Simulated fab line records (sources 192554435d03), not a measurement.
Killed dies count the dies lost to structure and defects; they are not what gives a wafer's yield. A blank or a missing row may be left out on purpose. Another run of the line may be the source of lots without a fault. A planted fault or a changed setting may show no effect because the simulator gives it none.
fab line records	flow n5-finfet
record: lots: 7	wafers: 39
route steps=1938 shown WELL_APT@32 DUMMY_GATE@228 HKMG_FIN@435 GATE_CUT@492 MOL_CONTACT_COAG@609 BEOL_M4@1111
start-h: hours from the record's first day to the start of the lot's first wafer shown	wait-h: how many hours have passed since the lot's step before this one	" the same as in the row above	L1.1+2: several wafers, shown together as one row	- no value present, or no start provided	* or withheld: withheld	< > ~ a bound
route shown NAME@n: a module of which the file shows steps, and the number in the route of the first	usual: mean/standard deviation taken from wafers without a fault	same: alike in all rows	chamber/n: place in a boat	sites: each site's reading	_std_site: standard deviation across them	_edge_site: outer sites' mean less inner sites'	radius-mm: how far each site lies from the wafer's centre	mask NAME#n: copy n	behind: the last tool/chamber to shape the wafer	hold: why the lot went on hold/how many hours it stayed there/how the hold came to an end	device: whichever transistor did not switch (one of n, p or np)	end of line: tests of these same wafers at the route's end	a step without rows: its recipe alone	killed: the dies lost at the first sort to structure and to defects; this is not the yield of the wafer	map: a wafer's dies, marking killed ones x, the rest . and places with no die _
set.NAME: the run value of the setting; set.NAME@STEP: its run value at that earlier step	model.NAME: the simulator's own value behind a step, which no gauge read
lots run with intentionally changed settings; tables by step, rows by wafer
== steps ==
step: N5_WELL_APT_IMPLANT_14
recipe: species: P	energy-kev: 160	dose-cm2: 1.5e+13	tilt-deg: 0	rotation-deg: 0
step: N5_DUMMY_GATE_EXPOSE_12
recipe: mask-id: GATE	na: 0.33	source-shape: annular	sigma-inner: 0.2	sigma-outer: 0.6	polarization: unpolarized	target-cd-nm: 25	dose-mj: 34
step: N5_DUMMY_GATE_ETCH_37
recipe: chemistry: N2/H2	target: SOC	target-depth-a: 600	overetch-a: 300	temp-c: 40	ion-energy-ev: 200	pressure-mtorr: 30	source-w: 840	bias-w: 150	n2-flow-sccm: 200	h2-flow-sccm: 200
step: N5_DUMMY_GATE_ETCH_42
recipe: chemistry: CHF3/O2	target: SiO2	target-depth-a: 35	time-s: 31	ion-energy-ev: 30	bias-w: 12	pressure-mtorr: 30	source-w: 600	Ar_flow_sccm: 200	CHF3_flow_sccm: 50	O2_flow_sccm: 5
step: N5_HKMG_FIN_ETCH_32
recipe: chemistry: N2/H2	target: SOC	target-depth-a: 2400	temp-c: 40	time-s: 300	ion-energy-ev: 200	mask-material: SiARC	pressure-mtorr: 30	source-w: 840	bias-w: 150	n2-flow-sccm: 200	h2-flow-sccm: 200
step: N5_GATE_CUT_ETCH_36
recipe: chemistry: CF4	target: SiARC	target-depth-a: 130	mask-material: CAR-EUV	time-s: 21.7	ion-energy-ev: 80	pressure-mtorr: 40	source-w: 545	bias-w: 36	Ar_flow_sccm: 100	cf4-flow-sccm: 100	ends: cleared
step: N5_MOL_CONTACT_COAG_ETCHBACK_134
recipe: chemistry: CHF3	target: SiO2	target-depth-a: 100	time-s: 6.7	ion-energy-ev: 200	pressure-mtorr: 30	source-w: 610	bias-w: 170	Ar_flow_sccm: 200	CHF3_flow_sccm: 50
step: N5_BEOL_M4_RC_MEAS_101
usual: DIBL_N: 36.3/1.2	DIBL_P: 36.3/1.4	RS_NWELL: 1039/6.4	SS_P: 73.3/0.54
lot.wafer	tool	chamber	start-h	wait-h	set.energy-kev@WELL_APT_IMPLANT_14	set.dose-mj@DUMMY_GATE_EXPOSE_12	set.source-w@DUMMY_GATE_ETCH_37	set.bias-w@DUMMY_GATE_ETCH_42	set.h2-flow-sccm@HKMG_FIN_ETCH_32	set.cf4-flow-sccm@GATE_CUT_ETCH_36	set.target-depth-a@MOL_CONTACT_COAG_ETCHBACK_134	DIBL_N[mV/V]	DIBL_P[mV/V]	RS_NWELL[ohm/sq]	SS_P[mV/dec]
L075.1	prober-02	0	203.05	0.0	160	35.63	975.3	11.42	200	86.02	100	41.1	42.6	1049	74.3
L075.2	"	0	"	"	177.9	34	975.3	12	200	86.02	100	34.3	35.1	990	73.1
L075.3	"	0	"	"	160	35.63	975.3	12	200	100	100	40.5	42.0	1048	74.6
L075.4	"	0	"	"	177.9	35.63	840	12	200	86.02	100	38.5	40.4	982	74.7
L075.5	"	0	"	"	160	34	840	11.42	200	100	100	36.3	37.5	1038	73.8
L075.6	"	0	"	"	177.9	34	840	11.42	200	100	100	36.8	37.3	990	74.3
L081.1	prober-02	0	234.49	0.0	160	35.69	840	12	187.4	100	91.33	40.4	40.8	1045	74.0
L081.2	"	0	"	"	160	34	840	13.57	200	100	100	38.0	36.7	1046	72.9
L081.3	"	0	"	"	160	35.69	679.9	13.57	200	100	91.33	38.2	38.2	1047	74.2
L081.4	"	0	"	"	160	34	679.9	12	200	100	100	35.4	34.0	1036	73.0
L081.5	"	0	"	"	160	35.69	840	13.57	187.4	100	91.33	40.2	39.5	1036	73.3
L081.6	"	0	"	"	160	34	679.9	12	187.4	100	100	39.5	39.0	1044	73.1
L082.1	prober-01	0	247.92	0.0	151.6	34	840	12	213.1	100	93.06	39.4	37.2	1062	73.8
L082.2	"	0	"	"	160	34	840	12.97	213.1	100	93.06	37.8	36.3	1030	73.7
L082.3	"	0	"	"	160	34.98	840	12.97	213.1	100	100	42.0	40.6	1048	74.5
L082.4	"	0	"	"	160	34.98	840	12	200	100	93.06	39.4	38.6	1044	73.9
L082.5	"	0	"	"	151.6	34.98	840	12.97	200	100	100	41.0	39.3	1076	74.3
L082.6	"	0	"	"	151.6	34	840	12	200	100	100	38.0	35.8	1083	73.5
L085.1	prober-01	0	263.67	0.0	160	31.86	840	12	212.4	92.27	100	29.8	29.7	1046	71.8
L085.2	"	0	"	"	160	34	840	12	212.4	100	100	35.7	37.2	1040	73.4
L085.3	"	0	"	"	160	31.86	742.5	12	212.4	100	100	32.1	31.0	1052	72.1
L085.4	"	0	"	"	160	31.86	840	12	200	100	100	33.0	32.7	1056	71.3
L085.5	"	0	"	"	160	34	742.5	12	200	92.27	100	34.1	34.8	1046	72.6
L085.6	"	0	"	"	160	34	742.5	12	200	92.27	100	36.0	35.2	1042	73.0
L090.1	prober-02	0	274.00	0.0	160	34	840	12.93	200	100	107.4	37.2	37.0	1046	73.6
L090.2	"	0	"	"	147.4	34	998.2	12	200	100	100	39.1	38.9	1085	74.2
L090.3	"	0	"	"	160	32.33	998.2	12.93	200	100	100	34.4	34.4	1029	73.1
L090.4	"	0	"	"	160	32.33	840	12	200	100	100	34.2	33.6	1031	72.0
L090.5	"	0	"	"	147.4	32.33	998.2	12.93	200	100	107.4	34.3	34.0	1090	72.0
L090.6	"	0	"	"	147.4	34	840	12	200	100	107.4	35.6	35.0	1075	73.0
L092.2	prober-01	0	299.91	0.2	160	34	840	12	200	100	100	35.5	34.6	1026	73.6
L092.3	"	0	"	"	160	34	840	12	200	100	100	36.5	35.0	1038	73.3
L092.4	"	0	"	"	160	34	840	12	200	100	100	35.9	34.8	1039	73.9
L096.1	prober-01	0	307.20	0.0	152.9	34	840	10.09	200	100	103.9	35.7	36.1	1063	73.3
L096.2	"	0	"	"	152.9	34	840	12	200	100	103.9	38.5	38.5	1052	74.1
L096.3	"	0	"	"	160	34	936.3	10.09	200	100	103.9	38.2	38.8	1027	74.2
L096.4	"	0	"	"	160	34	936.3	10.09	200	100	100	38.3	38.1	1037	73.1
L096.5	"	0	"	"	160	34	840	12	200	100	100	36.5	36.6	1026	73.9
L096.6	"	0	"	"	152.9	34	936.3	12	200	100	100	39.1	39.6	1059	74.0
== key ==
split: step: N5_WELL_APT_IMPLANT_14	setting: energy-kev	stated-as: 160
response: step: N5_BEOL_M4_RC_MEAS_101	reading: RS_NWELL	slope: -5.37	per: 1%	together-with: all	explained: 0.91
split: step: N5_DUMMY_GATE_EXPOSE_12	setting: dose-mj	stated-as: 34
response: step: N5_BEOL_M4_RC_MEAS_101	reading: DIBL_P	slope: +0.789	per: 1%	together-with: all	explained: 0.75
response: step: N5_BEOL_M4_RC_MEAS_101	reading: SS_P	slope: +0.225	per: 1%	together-with: all	explained: 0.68
response: step: N5_BEOL_M4_RC_MEAS_101	reading: DIBL_N	slope: +0.643	per: 1%	together-with: all	explained: 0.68
split: step: N5_DUMMY_GATE_ETCH_37	setting: source-w	stated-as: 840
response none clear
split: step: N5_DUMMY_GATE_ETCH_42	setting: bias-w	stated-as: 12
response none clear
split: step: N5_HKMG_FIN_ETCH_32	setting: h2-flow-sccm	stated-as: 200
response none clear
split: step: N5_GATE_CUT_ETCH_36	setting: cf4-flow-sccm	stated-as: 100
response none clear
split: step: N5_MOL_CONTACT_COAG_ETCHBACK_134	setting: target-depth-a	stated-as: 100
response none clear
